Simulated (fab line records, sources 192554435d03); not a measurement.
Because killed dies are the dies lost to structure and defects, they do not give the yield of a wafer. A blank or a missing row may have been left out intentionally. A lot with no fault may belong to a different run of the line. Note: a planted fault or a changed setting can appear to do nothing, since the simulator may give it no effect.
Split-lot trial | flow n5Finfet | 39 wafers read across 7 lots, on a route 1938 steps long

SPLIT DETAILS
At N5_MOL_CONTACT_COAG_VIA_ETCH_46 (etches SiO2 in C4F6/O2, target depth 46 nm, overetch 9.2 nm, time 40 s), the setting targetDepthA was moved away from the recipe's 460 angstrom on 15 of the 39 wafers read, by -59.5% to +56.9%. This setting was run at the recipe's value on the other wafers.

The split's own step is where the reading is taken.

THE READING
SOC_of_MOL_CONTACT_COAG_COAT_75.thkNm (the simulator's own value, which no gauge read), in nm, at N5_MOL_CONTACT_COAG_VIA_ETCH_46 (etches SiO2 in C4F6/O2, target depth 46 nm, overetch 9.2 nm, time 40 s). There is no usual value for it anywhere in the file. Across the 24 wafers here that went through the recipe, the average is 50.9 nm and the standard deviation 0.23 nm.

wafer  | tool, chamber at the split | targetDepthA as run, angstrom | against the recipe | SOC_of_MOL_CONTACT_COAG_COAT_75.thkNm, nm | against lot-mates on the recipe
L076.1 | rieDiel-06, 1              | 460                           | recipe             | 50.8                                      | -
L076.2 | rieDiel-06, 0              | 460                           | recipe             | 51                                        | -
L076.3 | rieDiel-06, 2              | 721.7                         | +56.9%             | 47.8                                      | -3.1
L076.4 | rieDiel-06, 3              | 721.7                         | +56.9%             | 47.8                                      | -3.1
L076.5 | rieDiel-06, 1              | 721.7                         | +56.9%             | 47.4                                      | -3.5
L076.6 | rieDiel-06, 0              | 460                           | recipe             | 51                                        | -
L077.1 | rieDiel-04, 3              | 460                           | recipe             | 50.4                                      | -
L077.2 | rieDiel-04, 2              | 460                           | recipe             | 50.8                                      | -
L077.3 | rieDiel-04, 1              | 460                           | recipe             | 51                                        | -
L077.4 | rieDiel-04, 1              | 460                           | recipe             | 51.2                                      | -
L077.5 | rieDiel-04, 3              | 460                           | recipe             | 50.4                                      | -
L077.6 | rieDiel-04, 2              | 460                           | recipe             | 50.8                                      | -
L079.1 | rieDiel-05, 3              | 577.7                         | +25.6%             | 49.6                                      | -1.2
L079.2 | rieDiel-05, 0              | 460                           | recipe             | 50.8                                      | -
L079.3 | rieDiel-05, 2              | 460                           | recipe             | 50.8                                      | -
L079.4 | rieDiel-05, 3              | 577.7                         | +25.6%             | 49.4                                      | -1.4
L079.5 | rieDiel-05, 2              | 460                           | recipe             | 50.8                                      | -
L079.6 | rieDiel-05, 0              | 577.7                         | +25.6%             | 49.4                                      | -1.4
L080.1 | rieDiel-06, 0              | 309.1                         | -32.8%             | 52.4                                      | +1.9
L080.2 | rieDiel-06, 3              | 460                           | recipe             | 50.6                                      | -
L080.3 | rieDiel-06, 1              | 309.1                         | -32.8%             | 52                                        | +1.5
L080.4 | rieDiel-06, 2              | 460                           | recipe             | 50.4                                      | -
L080.5 | rieDiel-06, 2              | 460                           | recipe             | 50.6                                      | -
L080.6 | rieDiel-06, 3              | 309.1                         | -32.8%             | 52.2                                      | +1.7
L083.1 | rieDiel-05, 0              | 460                           | recipe             | 50.8                                      | -
L083.2 | rieDiel-05, 2              | 216.3                         | -53.0%             | 53.6                                      | +2.7
L083.3 | rieDiel-05, 1              | 216.3                         | -53.0%             | 53.8                                      | +2.9
L083.4 | rieDiel-05, 3              | 460                           | recipe             | 51                                        | -
L083.5 | rieDiel-05, 2              | 216.3                         | -53.0%             | 53.8                                      | +2.9
L083.6 | rieDiel-05, 3              | 460                           | recipe             | 51                                        | -
L087.1 | rieDiel-06, 0              | 460                           | recipe             | 51                                        | -
L087.2 | rieDiel-06, 2              | 460                           | recipe             | 50.8                                      | -
L087.3 | rieDiel-06, 1              | 186.5                         | -59.5%             | 54                                        | +3.1
L087.4 | rieDiel-06, 2              | 186.5                         | -59.5%             | 54.2                                      | +3.3
L087.5 | rieDiel-06, 1              | 186.5                         | -59.5%             | 53.8                                      | +2.9
L087.6 | rieDiel-06, 0              | 460                           | recipe             | 51                                        | -
L091.1 | rieDiel-05, 0              | 460                           | recipe             | 51                                        | -
L091.2 | rieDiel-05, 2              | 460                           | recipe             | 51.2                                      | -
L091.4 | rieDiel-05, 0              | 460                           | recipe             | 51.2                                      | -

THE FIT
A straight line over all 39 wafers: SOC_of_MOL_CONTACT_COAG_COAT_75.thkNm changes by -0.0534 nm for each +1% of targetDepthA; r = -0.99; the points scatter about the line by 0.24 nm.
The same after taking each lot's own level away (the mean of its wafers on the recipe; 39 wafers): -0.0537 nm for each +1%; r = -0.99; scatter 0.18 nm.
That fit puts the effect of the largest move of targetDepthA on the reading at 3.2 nm.
Measured against the standard deviation above, the lots' own levels, which go from 50.53 to 51.13 nm, span 2.6 times it.
Hence the lot-to-lot level has little effect on the slope; both slopes agree.
Check: +3.17 nm against its lot-mates is what the line predicts for one of the wafers moved furthest among these (-59.5%) when that wafer is left out of the fit. It came out at +3.07 nm against them.

ADDITIONAL SPLITS CARRIED BY THESE WAFERS
These wafers also went through other splits before the reading. Each is held against what the fit with the lots' levels taken away leaves over:
other split on the same wafers        | wafers away from the commonest value | r with SOC_of_MOL_CONTACT_COAG_COAT_75.thkNm (lot level and that fit taken away)
N5_ZERO_LAYER_DEVELOP_10 developTimeS | 18                                   | -0.06
N5_DUMMY_GATE_ALD_02 targetThkA       | 15                                   | +0.33

THE WHOLE CHAIN: every reading that the file lists as answering this split, in the file's order
step                            | what it does                                                           | reading                                                                                | change (the file's fit)                                                                       | r (the file's)
N5_MOL_CONTACT_COAG_VIA_ETCH_46 | etches SiO2 in C4F6/O2, target depth 46 nm, overetch 9.2 nm, time 40 s | etch.depthNm (the simulator's own value, which no gauge read)                          | not straight: 28.04 at the lowest setting, 46.18 at the recipe, 46.59 at the highest          | not given
N5_MOL_CONTACT_COAG_VIA_ETCH_46 | etches SiO2 in C4F6/O2, target depth 46 nm, overetch 9.2 nm, time 40 s | SOC_of_MOL_CONTACT_COAG_COAT_75.thkNm (the simulator's own value, which no gauge read) | -0.0535 nm for each +1% of the setting                                                        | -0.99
N5_MOL_CONTACT_COAG_ETCH_47     | etches SiNx in CH3F/O2, stops on W, target depth 27 nm                 | etchRfOnTimeS                                                                          | not straight: withheld at the lowest setting, withheld at the recipe, withheld at the highest | not given
N5_MOL_CONTACT_COAG_ETCH_47     | etches SiNx in CH3F/O2, stops on W, target depth 27 nm                 | etch.overEtchS (the simulator's own value, which no gauge read)                        | not straight: 0 at the lowest setting, 5.169 at the recipe, 5.142 at the highest              | not given

FILE'S OWN FIT
SOC_of_MOL_CONTACT_COAG_COAT_75.thkNm changes by -0.0535 nm for each +1% of targetDepthA, r = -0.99.
